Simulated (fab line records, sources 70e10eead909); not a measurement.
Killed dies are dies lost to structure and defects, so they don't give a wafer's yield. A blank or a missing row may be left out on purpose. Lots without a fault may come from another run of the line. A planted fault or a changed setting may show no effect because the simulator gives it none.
fab line records | flow nand_harc
record lots=6 wafers=18 last_day=35
route steps=1302 shown A_M1@1180 END@1302
lots that met no fault: from a run of the same line without faults
start_h: hours from the record's first day to the start of the lot's first wafer shown | wait_h: hours since the lot's step before | " the same as in the row above | L1.1+2: a row that stands for several wafers | - no value, or no start given | * or withheld: withheld | < > ~ a bound
route shown NAME@n: a module of which the file shows steps, and the number in the route of the first | usual: mean/standard deviation of fault-free wafers | same: alike in all rows | chamber/n: place in a boat | sites: the reading at each site | _std_site: their standard deviation | _edge_site: outer sites' mean less inner sites' | radius_mm: how far each site lies from the wafer's centre | mask NAME#n: copy n | behind: the tool/chamber that last shaped the wafer | hold: why the lot was held/for how many hours/how that ended | device: the transistor (n, p or np) that didn't switch | end of line: the same wafers' tests at the end of the route | a step without rows: its recipe alone | killed: dies lost to structure and defects at the first sort, not the wafer's yield | map: a wafer's dies, x killed, . not, _ none there
set.NAME: the setting as run; set.NAME@STEP: as run at that earlier step | model.NAME: the simulator's own value behind a step, which no gauge read
lots at some steps of the route; a table a step, a row a wafer
services: from which hour (start_h, from the record's first day; less than 0 if before it) a tool's chamber was out of use, for how many hours, and why
## steps
# step NHARC_A_M1_OVL_MEAS_10
# recipe pitch_nm=240
# usual overlay_x_nm=0.0/0.85 overlay_y_nm=0.3/0.87
# columns lot.wafer tool chamber start_h wait_h overlay_x_nm overlay_y_nm
L278.2 overlay-02 - 557.19 - 0.2 1.8
L278.3 " - " " -1.0 1.7
L278.5 " - " " -0.1 1.8
L284.2 overlay-02 - 621.53 - -0.3 1.7
L284.4 " - " " -0.2 2.1
L284.6 " - " " -0.6 1.6
L286.1 overlay-01 - 630.28 - 0.3 -0.2
L286.2 " - " " 0.4 0.7
L286.6 " - " " 0.4 1.0
L285.1 overlay-01 - 631.94 - 0.1 -0.9
L285.4 " - " " 0.1 -0.6
L285.5 " - " " -0.4 -0.5
L291.1 overlay-02 - 700.05 - -0.3 -1.1
L291.2 " - " " 0.0 -1.2
L291.5 " - " " -0.4 -1.3
L297.1 overlay-02 - 780.94 - 0.2 1.2
L297.4 " - " " 0.1 1.2
L297.6 " - " " -0.4 1.4
# step NHARC_A_M1_INSPECT_11
# usual raw_defect_count=87/38
# columns lot.wafer tool chamber start_h wait_h raw_defect_count
L278.2 defect_inspect-01 - 557.22 0.0 21
L278.3 " - " " 20
L278.5 " - " " 21
L284.2 defect_inspect-02 - 621.56 0.0 96
L284.4 " - " " 74
L284.6 " - " " 91
L286.1 defect_inspect-02 - 630.32 0.0 30
L286.2 " - " " 29
L286.6 " - " " 16
L285.1 defect_inspect-02 - 631.97 0.0 98
L285.4 " - " " 90
L285.5 " - " " 92
L291.1 defect_inspect-02 - 700.09 0.0 65
L291.2 " - " " 95
L291.5 " - " " 71
L297.1 defect_inspect-01 - 780.98 0.0 93
L297.4 " - " " 102
L297.6 " - " " 81
# step NHARC_A_M1_DESCUM_14
# recipe time_s=3 o2_flow_sccm=200 ar_flow_sccm=0 bias_power_w=0 chemistry=O2
# usual drypump_motor_current_A=5.5/0.41 oes_product_au=1.000/0.0069 rf_vpp_V=57.7/0.85 showerhead_plenum_p_Torr=1.88/0.086 throttle_valve_pct=11.310/0.0088
# same time_s=3
# columns lot.wafer tool chamber start_h wait_h drypump_motor_current_A oes_product_au rf_hours_counter_h rf_vpp_V showerhead_plenum_p_Torr throttle_valve_pct
L278.3 rie_diel-06 0 557.28 0.1 5.0 1.006 1.3 56.8 2.06 11.323
L278.2 " 2 " " 5.3 0.998 1.3 57.0 1.88 11.317
L278.5 " 0 " " 5.1 0.997 - 59.5 2.06 11.311
L284.2 rie_diel-13 3 621.62 0.1 5.8 1.001 7.4 56.6 1.90 11.324
L284.4 " 1 " " 5.4 0.996 5.4 57.4 1.80 11.316
L284.6 " 3 " " 5.7 0.992 - 57.7 1.90 11.298
L286.1 rie_diel-06 1 630.38 0.1 5.4 0.998 3.6 57.1 1.85 11.328
L286.2 " 3 " " 6.1 0.998 3.5 58.1 1.86 11.300
L286.6 " 0 " " 5.1 1.010 - 58.3 2.06 11.314
L285.4 rie_diel-11 3 632.04 0.1 6.2 1.014 2.0 57.1 1.82 11.296
L285.1 " 0 " " 6.1 1.008 1.9 56.7 1.83 11.311
L285.5 " 3 " " 6.2 1.009 - 57.1 1.82 11.319
L291.1 rie_diel-11 3 700.17 0.1 6.2 1.006 4.6 57.5 1.82 11.309
L291.2 " 1 " " 5.3 1.000 4.8 56.3 2.02 11.303
L291.5 " 1 " " 5.3 1.006 - 59.5 2.02 11.308
L297.1 rie_diel-13 2 781.04 0.1 5.8 0.988 4.4 58.3 1.93 11.312
L297.4 " 1 " " 5.4 1.009 4.6 56.5 1.79 11.313
L297.6 " 2 " " 5.8 0.996 - 56.8 1.93 11.308
# step NHARC_A_M1_ETCH_35
# recipe target_depth_a=400 overetch_a=120 time_s=43.94 ion_energy_ev=200 n2_flow_sccm=150 h2_flow_sccm=150 ar_flow_sccm=0 rf_w=400 bias_w=150 chemistry=N2/H2
# step NHARC_A_M1_ETCH_15
# recipe target_depth_a=1825 time_s=91.2 c4f8_flow_sccm=withheld ar_flow_sccm=400 rf_w=600 bias_w=300 chemistry=C4F8/Ar
# step NHARC_A_M1_CD_MEAS_16
# usual cd_nm=119.9/0.59
# columns lot.wafer tool chamber start_h wait_h cd_nm
L278.2 cd_sem-02 - 557.59 - 119.9
L278.3 " - " " 120.2
L278.5 " - " " 119.3
L284.2 cd_sem-02 - 621.93 - 119.2
L284.4 " - " " 119.7
L284.6 " - " " 120.0
L286.1 cd_sem-01 - 630.68 - 118.9
L286.2 " - " " 119.2
L286.6 " - " " 119.8
L285.1 cd_sem-01 - 632.34 - 120.9
L285.4 " - " " 120.6
L285.5 " - " " 120.3
L291.1 cd_sem-02 - 700.52 - 120.0
L291.2 " - " " 120.1
L291.5 " - " " 119.8
L297.1 cd_sem-02 - 781.34 - 119.0
L297.4 " - " " 118.4
L297.6 " - " " 119.0
# step NHARC_A_M1_STRIP_18
# recipe power_w=1000 n2_flow_sccm=150 h2_flow_sccm=150 ar_flow_sccm=0 bias_w=0 chemistry=N2/H2
# usual drypump_motor_current_A=5.6/0.42 oes_product_au=1.000/0.0067 rf_vpp_V=90.4/0.99 showerhead_plenum_p_Torr=2.01/0.092 throttle_valve_pct=14.171/0.0092
# same bias_w=0
# columns lot.wafer tool chamber start_h wait_h drypump_motor_current_A oes_product_au rf_hours_counter_h rf_vpp_V showerhead_plenum_p_Torr throttle_valve_pct
L278.2 rie_diel-06 3 557.69 0.1 6.1 1.008 1.6 91.8 1.99 14.187
L278.3 " 0 " " 5.1 1.008 1.4 91.3 2.20 14.156
L278.5 " 2 " " 5.3 1.000 - 89.3 2.01 14.162
L284.4 rie_diel-11 0 622.00 0.1 6.1 1.008 0.9 89.3 1.95 14.166
L284.2 " 3 " " 6.2 1.005 1.0 89.9 1.94 14.180
L284.6 " 0 " " 6.1 1.006 - 90.8 1.95 14.179
L286.1 rie_diel-13 2 630.76 0.1 5.8 0.995 7.8 91.1 2.06 14.166
L286.2 " 0 " " 5.2 0.994 7.1 89.5 1.93 14.162
L286.6 " 1 " " 5.5 1.008 - 89.7 1.91 14.175
L285.1 rie_diel-11 2 632.44 0.1 4.9 0.997 1.8 88.0 1.92 14.163
L285.4 " 3 " " 6.1 1.002 2.1 89.4 1.94 14.169
L285.5 " 1 " " 5.3 1.004 - 91.6 2.16 14.179
L291.1 rie_diel-06 0 700.60 0.1 5.1 0.999 0.5 91.9 2.20 14.175
L291.2 " 3 " " 6.1 1.003 0.6 90.6 1.99 14.183
L291.5 " 0 " " 5.1 0.999 - 92.2 2.20 14.168
L297.1 rie_diel-13 0 781.42 0.1 5.2 0.995 4.9 88.7 1.93 14.174
L297.4 " 2 " " 5.8 0.990 4.5 90.8 2.05 14.165
L297.6 " 0 " " 5.2 1.000 - 90.5 1.93 14.168
# step NHARC_A_M1_ETCH_28
# recipe target_depth_a=300 over_etch_frac=0.3 time_s=72.99 ion_energy_ev=150 cf4_flow_sccm=50 n2_flow_sccm=100 ar_flow_sccm=150 rf_w=300 bias_w=100 chemistry=CF4/N2
# step NHARC_A_M1_STRIP_19
# recipe time_s=600 temp_c=30 chemistry=post_etch_residue_remover
# step NHARC_A_M1_DEGAS_29
# recipe temp_c=250 time_s=60
# usual heater_power_w=325/30
# same time_s=60
# columns lot.wafer tool chamber start_h wait_h heater_power_w
L278.3 pvd_sputter-03 - 558.30 - 301
L278.2 " - " " 361
L278.5 " - " " 294
L284.2 pvd_sputter-02 - 622.64 - 365
L284.4 " - " " 272
L284.6 " - " " 379
L286.2 pvd_sputter-01 - 631.46 - 302
L286.1 " - " " 326
L286.6 " - " " 363
L285.4 pvd_sputter-01 - 633.05 - 304
L285.1 " - " " 362
L285.5 " - " " 334
L291.1 pvd_sputter-02 - 701.24 - 348
L291.2 " - " " 315
L291.5 " - " " 384
L297.4 pvd_sputter-02 - 782.05 - 348
L297.1 " - " " 380
L297.6 " - " " 353
# step NHARC_A_M1_PRE_CLEAN_30
# recipe time_s=30 temp_c=280 gas=H2/He
# usual heater_power_w=399/38
# same time_s=30
# columns lot.wafer tool chamber start_h wait_h heater_power_w
L278.2 pvd_sputter-03 - - - 369
L278.3 " - " " 359
L278.5 " - " " 374
L284.4 pvd_sputter-02 - - - 424
L284.2 " - " " 419
L284.6 " - " " 461
L286.2 pvd_sputter-01 - - - 433
L286.1 " - " " 370
L286.6 " - " " 383
L285.4 pvd_sputter-01 - - - 385
L285.1 " - " " 446
L285.5 " - " " 413
L291.2 pvd_sputter-02 - - - 422
L291.1 " - " " 329
L291.5 " - " " 468
L297.1 pvd_sputter-02 - - - 435
L297.4 " - " " 386
L297.6 " - " " 330
# step NHARC_A_M1_PVD_20
# recipe target_thk_a=50 bias_v=168.6 power_w=15000 chamber_pressure_pa=0.12 time_s=8.06 substrate_temp_c=50 material=TaN
# usual bias_v=168.7/1.6 cathode_dc_power_W=15000/2.7 throttle_valve_pct=30.1/1.3
# same time_s=8.06
# columns lot.wafer tool chamber start_h wait_h bias_v cathode_dc_power_W throttle_valve_pct
L278.2 pvd_sputter-03 - - - 168.4 14998 32.2
L278.3 " - " " 168.7 15002 31.9
L278.5 " - " " 168.7 14998 29.7
L284.2 pvd_sputter-02 - - - 166.9 15003 29.5
L284.4 " - " " 169.9 15001 32.0
L284.6 " - " " 169.0 15000 29.4
L286.2 pvd_sputter-01 - - - 168.0 14999 29.8
L286.1 " - " " 168.9 14996 28.2
L286.6 " - " " 167.8 14995 28.4
L285.1 pvd_sputter-01 - - - 169.1 15002 28.6
L285.4 " - " " 166.5 15001 30.0
L285.5 " - " " 170.5 15000 28.3
L291.2 pvd_sputter-02 - - - 169.6 14995 31.9
L291.1 " - " " 168.0 15000 28.8
L291.5 " - " " 168.3 15002 29.1
L297.1 pvd_sputter-02 - - - 168.1 14998 32.2
L297.4 " - " " 171.0 14996 29.0
L297.6 " - " " 169.1 15003 31.6
# step NHARC_A_M1_PVD_21
# recipe target_thk_a=300 chamber_pressure_pa=5 power_w=5000 substrate_temp_c=30 time_s=20.49 material=Cu
# usual cathode_dc_power_W=5000.0/0.91 chamber_pressure_pa=4.999/0.01 throttle_valve_pct=30.2/1.2 time_s=20.49/0
# columns lot.wafer tool chamber start_h wait_h cathode_dc_power_W chamber_pressure_pa throttle_valve_pct time_s
L278.3 pvd_sputter-03 - 558.53 - 5000.0 5.009 29.7 20.49
L278.2 " - " " 4998.9 5.009 29.0 20.49
L278.5 " - " " 4998.8 4.991 29.1 20.49
L284.2 pvd_sputter-02 - 622.87 - - - - -
L284.4 " - " " - - - -
L284.6 " - " " - - - -
L286.2 pvd_sputter-01 - 631.68 - - - - -
L286.1 " - " " - - - -
L286.6 " - " " - - - -
L285.4 pvd_sputter-01 - 633.29 - 5001.1 4.987 29.7 20.49
L285.1 " - " " 4999.2 5.008 28.8 20.49
L285.5 " - " " 5001.4 5.000 30.4 20.49
L291.1 pvd_sputter-02 - 701.47 - 5000.8 5.006 30.1 20.49
L291.2 " - " " 5001.6 5.006 31.7 20.49
L291.5 " - " " 5000.8 4.991 29.1 20.49
L297.1 pvd_sputter-02 - 782.28 - 5000.3 4.980 32.0 20.49
L297.4 " - " " 4999.3 5.014 31.7 20.49
L297.6 " - " " 5001.4 4.998 29.2 20.49
# step NHARC_A_M1_ECD_22
# recipe target_thk_a=4000 bath_temp_c=25 material=Cu
# step NHARC_END_SORT_01
# recipe temp_c=25
# usual defect_limited_yield=92.9/2.4 killed_at_array=44/16 killed_at_other=0.6/1.1 killed_at_periphery=3.9/2.6 killed_dies=48/16 killed_open=3.1/1.9 killed_short=2.4/1.8 sort_bin_2_pct=2.6/1 sort_bin_3_pct=0.6/0.39 sort_bin_4_pct=4.0/1.4 sort_n_pass=629/16 sort_rim_yield_pct=89/4.3 sort_yield_pct=92.9/2.4
# same gross_dies=677 sort_bin_5_pct[%]=0 sort_bin_6_pct[%]=0 sort_bin_7_pct[%]=0 sort_bin_8_pct[%]=0 sort_rim_n_gross=106.00
# columns lot.wafer tool chamber start_h wait_h defect_limited_yield[%] killed_at_array killed_at_other killed_at_periphery killed_dies killed_open killed_short sort_bin_2_pct[%] sort_bin_3_pct[%] sort_bin_4_pct[%] sort_n_pass sort_rim_yield_pct[%] sort_yield_pct[%]
L278.2 prober-02 0 594.62 2.8 95.9 22 1 5 28 6 4 0.9 0.7 2.5 649 94 95.9
L278.3 prober-02 0 595.43 3.1 97.2 15 1 3 19 2 3 1.3 0 1.5 658 91 97.2
L278.5 prober-02 0 597.06 3.7 96.8 20 0 2 22 6 1 1.5 0.1 1.6 655 93 96.8
L284.2 prober-01 0 657.22 2.8 0 668 0 9 677 5 1 95.4 0.1 4.4 0 0 0
L284.4 prober-01 0 658.83 3.4 0 669 1 7 677 9 2 96.8 0.3 3.0 0 0 0
L284.6 prober-01 0 660.43 4.0 0 668 1 8 677 5 3 95.4 0.1 4.4 0 0 0
L285.1 prober-02 0 667.87 2.5 91.6 51 3 3 57 3 6 3.5 0.6 4.3 620 86 91.6
L285.4 prober-02 0 670.27 3.4 93.2 42 2 2 46 2 1 1.8 0.4 4.6 631 84 93.2
L285.5 prober-02 0 671.07 3.7 93.4 40 0 5 45 3 4 2.1 0.6 4.0 632 90 93.4
L286.1 prober-01 0 667.87 2.5 0 675 0 2 677 2 5 97.3 0.1 2.5 0 0 0
L286.2 prober-01 0 668.67 2.8 0 675 0 2 677 4 6 96.2 0.4 3.4 0 0 0
L286.6 prober-01 0 671.86 4.0 0 675 1 1 677 7 3 96.2 0 3.8 0 0 0
L291.1 prober-02 0 734.79 2.5 95.7 24 1 4 29 3 2 1.9 0.4 1.9 648 92 95.7
L291.2 prober-02 0 735.59 2.8 93.5 41 0 3 44 3 5 2.5 0.6 3.4 633 90 93.5
L291.5 prober-02 0 737.99 3.7 94.5 34 0 3 37 3 1 2.8 0.4 2.2 640 90 94.5
# killed by level:class
L278.2 A_M0:geometric_particle:open=3 A_CHANNEL_HOLE_D1:chamber_film_flake=3 A_CHANNEL_HOLE_D2:chamber_film_flake=3 P_GATE:chamber_film_flake=2 A_ZERO_WELL:chamber_film_flake=2 A_STAIRCASE:chamber_film_flake=2 A_CONTACT:chamber_film_flake=2 P_GATE:geometric_particle:open=1
L278.3 A_CHANNEL_HOLE_D2:chamber_film_flake=6 A_CONTACT:chamber_film_flake=3 A_STAIRCASE:chamber_film_flake=2 P_CONTACT:geometric_particle:open=1 P_M0:geometric_particle:short=1 A_SOURCE_PLATE:geometric_particle:short=1 A_M0:geometric_particle:open=1 STARTING-WAFER:geometric_particle:short=1
L278.5 A_CHANNEL_HOLE_D2:chamber_film_flake=4 A_CONTACT:chamber_film_flake=4 A_CHANNEL_HOLE_D1:chamber_film_flake=3 A_WL_FILL:geometric_particle:open=2 P_GATE:geometric_particle:open=1 A_SOURCE_PLATE:geometric_particle:short=1 A_ONON_D2:geometric_particle:open=1 A_BLC:geometric_particle:open=1
L284.2 A_M1:area_pvd=627 A_SLIT:chamber_film_flake=14 A_CHANNEL_HOLE_D2:chamber_film_flake=11 A_STAIRCASE:chamber_film_flake=6 P_M2:chamber_film_flake=5 A_CHANNEL_HOLE_D1:chamber_film_flake=3 A_CONTACT:chamber_film_flake=2 P_CONTACT:geometric_particle:open=1
L284.4 A_M1:area_pvd=634 A_SLIT:chamber_film_flake=16 A_STAIRCASE:chamber_film_flake=3 A_M0:geometric_particle:open=2 A_CHANNEL_HOLE_D2:chamber_film_flake=2 P_M2:chamber_film_flake=2 A_CHANNEL_HOLE_D1:chamber_film_flake=2 A_CONTACT:chamber_film_flake=2
L284.6 A_M1:area_pvd=630 A_SLIT:chamber_film_flake=18 A_CHANNEL_HOLE_D1:chamber_film_flake=6 A_CHANNEL_HOLE_D2:chamber_film_flake=4 A_STAIRCASE:chamber_film_flake=3 P_M0:geometric_particle:open=2 P_M2:chamber_film_flake=2 P_STI:geometric_particle:open=1
L285.1 A_SLIT:chamber_film_flake=19 A_CHANNEL_HOLE_D2:chamber_film_flake=11 A_STAIRCASE:chamber_film_flake=5 A_WL_FILL:chamber_film_flake=5 THIN_TSV:chamber_film_flake=3 P_CONTACT:geometric_particle:short=2 A_ONON_D1:geometric_particle:short=2 A_CHANNEL_FILL_D2:geometric_particle:open=2
L286.1 A_M1:area_pvd=650 A_CHANNEL_HOLE_D1:chamber_film_flake=6 A_CONTACT:chamber_film_flake=4 A_SLIT:chamber_film_flake=3 A_ZERO_WELL:chamber_film_flake=2 A_STAIRCASE:chamber_film_flake=2 A_WL_FILL:chamber_film_flake=2 P_M0:geometric_particle:short=1
L286.2 A_M1:area_pvd=643 A_CHANNEL_HOLE_D1:chamber_film_flake=8 A_STAIRCASE:chamber_film_flake=5 A_ONON_D1:geometric_particle:short=3 A_SLIT:chamber_film_flake=3 A_CHANNEL_FILL_D1:chamber_film_flake=2 A_WL_FILL:chamber_film_flake=2 A_CONTACT:chamber_film_flake=2
L285.4 A_SLIT:chamber_film_flake=14 A_CHANNEL_HOLE_D2:chamber_film_flake=10 A_STAIRCASE:chamber_film_flake=7 A_CHANNEL_HOLE_D1:chamber_film_flake=3 A_CONTACT:chamber_film_flake=3 THIN_TSV:chamber_film_flake=2 A_ONON_D2:geometric_particle:open=1 A_CHANNEL_FILL_D2:geometric_particle:short=1
L285.5 A_CHANNEL_HOLE_D2:chamber_film_flake=11 A_SLIT:chamber_film_flake=11 A_STAIRCASE:chamber_film_flake=6 A_CONTACT:chamber_film_flake=4 A_SOURCE_PLATE:geometric_particle:short=2 P_ZERO_WELL:chamber_film_flake=2 P_GATE:geometric_particle:open=1 P_M0:geometric_particle:open=1
L286.6 A_M1:area_pvd=648 A_CHANNEL_FILL_D1:chamber_film_flake=5 A_ONON_D1:geometric_particle:open=4 A_CONTACT:chamber_film_flake=4 A_CHANNEL_HOLE_D1:chamber_film_flake=3 A_STAIRCASE:chamber_film_flake=3 A_WL_FILL:chamber_film_flake=2 A_CHANNEL_FILL_D1:geometric_particle:short=1
L291.1 A_SLIT:chamber_film_flake=15 A_CONTACT:chamber_film_flake=4 A_CHANNEL_HOLE_D1:chamber_film_flake=2 P_STI:geometric_particle:short=1 P_CONTACT:geometric_particle:open=1 P_M1:geometric_particle:open=1 A_CHANNEL_FILL_D1:geometric_particle:open=1 A_CONTACT:geometric_particle:short=1
L291.2 A_SLIT:chamber_film_flake=17 A_STAIRCASE:chamber_film_flake=6 A_DECK1_JOINT:chamber_film_flake=4 A_CONTACT:chamber_film_flake=3 A_CHANNEL_HOLE_D1:chamber_film_flake=2 A_SOURCE_PLATE:geometric_particle:open=1 A_CHANNEL_FILL_D1:geometric_particle:open=1 A_DECK1_JOINT:geometric_particle:short=1
L291.5 A_SLIT:chamber_film_flake=17 A_STAIRCASE:chamber_film_flake=5 A_CONTACT:chamber_film_flake=4 P_STI:chamber_film_flake=3 A_CHANNEL_HOLE_D1:chamber_film_flake=3 A_CHANNEL_FILL_D1:geometric_particle:open=1 A_ONON_D2:geometric_particle:open=1 A_WL_FILL:geometric_particle:open=1
# map L284.2 (x killed, . not)
____________x____________
_________xxxxxxx_________
_______xxxxxxxxxxx_______
______xxxxxxxxxxxxx______
_____xxxxxxxxxxxxxxx_____
____xxxxxxxxxxxxxxxxx____
____xxxxxxxxxxxxxxxxx____
___xxxxxxxxxxxxxxxxxxx___
___xxxxxxxxxxxxxxxxxxx___
__xxxxxxxxxxxxxxxxxxxxx__
__xxxxxxxxxxxxxxxxxxxxx__
_xxxxxxxxxxxxxxxxxxxxxxx_
_xxxxxxxxxxxxxxxxxxxxxxx_
_xxxxxxxxxxxxxxxxxxxxxxx_
_xxxxxxxxxxxxxxxxxxxxxxx_
_xxxxxxxxxxxxxxxxxxxxxxx_
xxxxxxxxxxxxxxxxxxxxxxxxx
xxxxxxxxxxxxxxxxxxxxxxxxx
xxxxxxxxxxxxxxxxxxxxxxxxx
xxxxxxxxxxxxxxxxxxxxxxxxx
xxxxxxxxxxxxxxxxxxxxxxxxx
_xxxxxxxxxxxxxxxxxxxxxxx_
_xxxxxxxxxxxxxxxxxxxxxxx_
_xxxxxxxxxxxxxxxxxxxxxxx_
_xxxxxxxxxxxxxxxxxxxxxxx_
_xxxxxxxxxxxxxxxxxxxxxxx_
__xxxxxxxxxxxxxxxxxxxxx__
__xxxxxxxxxxxxxxxxxxxxx__
___xxxxxxxxxxxxxxxxxxx___
___xxxxxxxxxxxxxxxxxxx___
____xxxxxxxxxxxxxxxxx____
____xxxxxxxxxxxxxxxxx____
_____xxxxxxxxxxxxxxx_____
______xxxxxxxxxxxxx______
_______xxxxxxxxxxx_______
_________xxxxxxx_________
____________x____________
# map L286.1 (x killed, . not)
____________x____________
_________xxxxxxx_________
_______xxxxxxxxxxx_______
______xxxxxxxxxxxxx______
_____xxxxxxxxxxxxxxx_____
____xxxxxxxxxxxxxxxxx____
____xxxxxxxxxxxxxxxxx____
___xxxxxxxxxxxxxxxxxxx___
___xxxxxxxxxxxxxxxxxxx___
__xxxxxxxxxxxxxxxxxxxxx__
__xxxxxxxxxxxxxxxxxxxxx__
_xxxxxxxxxxxxxxxxxxxxxxx_
_xxxxxxxxxxxxxxxxxxxxxxx_
_xxxxxxxxxxxxxxxxxxxxxxx_
_xxxxxxxxxxxxxxxxxxxxxxx_
_xxxxxxxxxxxxxxxxxxxxxxx_
xxxxxxxxxxxxxxxxxxxxxxxxx
xxxxxxxxxxxxxxxxxxxxxxxxx
xxxxxxxxxxxxxxxxxxxxxxxxx
xxxxxxxxxxxxxxxxxxxxxxxxx
xxxxxxxxxxxxxxxxxxxxxxxxx
_xxxxxxxxxxxxxxxxxxxxxxx_
_xxxxxxxxxxxxxxxxxxxxxxx_
_xxxxxxxxxxxxxxxxxxxxxxx_
_xxxxxxxxxxxxxxxxxxxxxxx_
_xxxxxxxxxxxxxxxxxxxxxxx_
__xxxxxxxxxxxxxxxxxxxxx__
__xxxxxxxxxxxxxxxxxxxxx__
___xxxxxxxxxxxxxxxxxxx___
___xxxxxxxxxxxxxxxxxxx___
____xxxxxxxxxxxxxxxxx____
____xxxxxxxxxxxxxxxxx____
_____xxxxxxxxxxxxxxx_____
______xxxxxxxxxxxxx______
_______xxxxxxxxxxx_______
_________xxxxxxx_________
____________x____________
## services
# columns tool chamber start_h hours kind
rie_diel-11 0 539.51 - clean
rie_diel-11 1 539.51 - clean
pvd_sputter-02 - 544.66 4.3 repair
rie_diel-06 - 574.07 0.5 repair
rie_diel-06 2 578.23 2.0 repair
pvd_sputter-01 - 582.04 10.0 pm
rie_diel-11 - 609.50 9.0 pm
rie_diel-13 3 629.27 2.4 repair
pvd_sputter-02 - 638.06 10.0 pm
pvd_sputter-01 - 638.48 5.0 repair
rie_diel-13 2 657.32 9.6 repair
rie_diel-06 2 659.95 6.4 repair
rie_diel-06 - 661.20 9.0 pm
pvd_sputter-01 - 672.18 4.0 repair
pvd_sputter-03 - 675.07 9.9 repair
rie_diel-13 - 696.00 9.0 pm
rie_diel-11 0 698.35 4.5 repair
pvd_sputter-03 - 704.06 10.0 pm
pvd_sputter-02 - 713.26 3.9 repair
rie_diel-13 3 746.26 10.0 repair
rie_diel-11 - 754.80 4.2 repair
pvd_sputter-01 - 760.04 10.0 pm
rie_diel-11 2 774.26 6.0 repair
rie_diel-06 2 781.39 6.8 repair
## key
first_sign step=NHARC_A_M1_PVD_21 reading=tool_record direction=missing
effect step=NHARC_END_SORT_01 reading=sort_bin_2_pct direction=up sigmas=90 usual=2.6 struck=96.2
more_kills_born_at NHARC_A_M1_PVD_21@pvd_sputter-01=1941 NHARC_A_M1_PVD_21@pvd_sputter-02=1891
met_at NHARC_A_M1_PVD_21
struck_wafers L284.2,L284.4,L284.6,L286.1,L286.2,L286.6
later_rows_left_out L284.2,L284.4,L284.6,L286.1,L286.2,L286.6
fault kind=skipped_step_whole tool=pvd_sputter-01,pvd_sputter-02 chamber=- onset_h=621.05 steps=NHARC_A_M1_PVD_21 scope=struck_lots_only
# later_rows_left_out: the simulator's readings of these wafers behind a module that went badly wrong aren't trusted and aren't shown, but for the sort
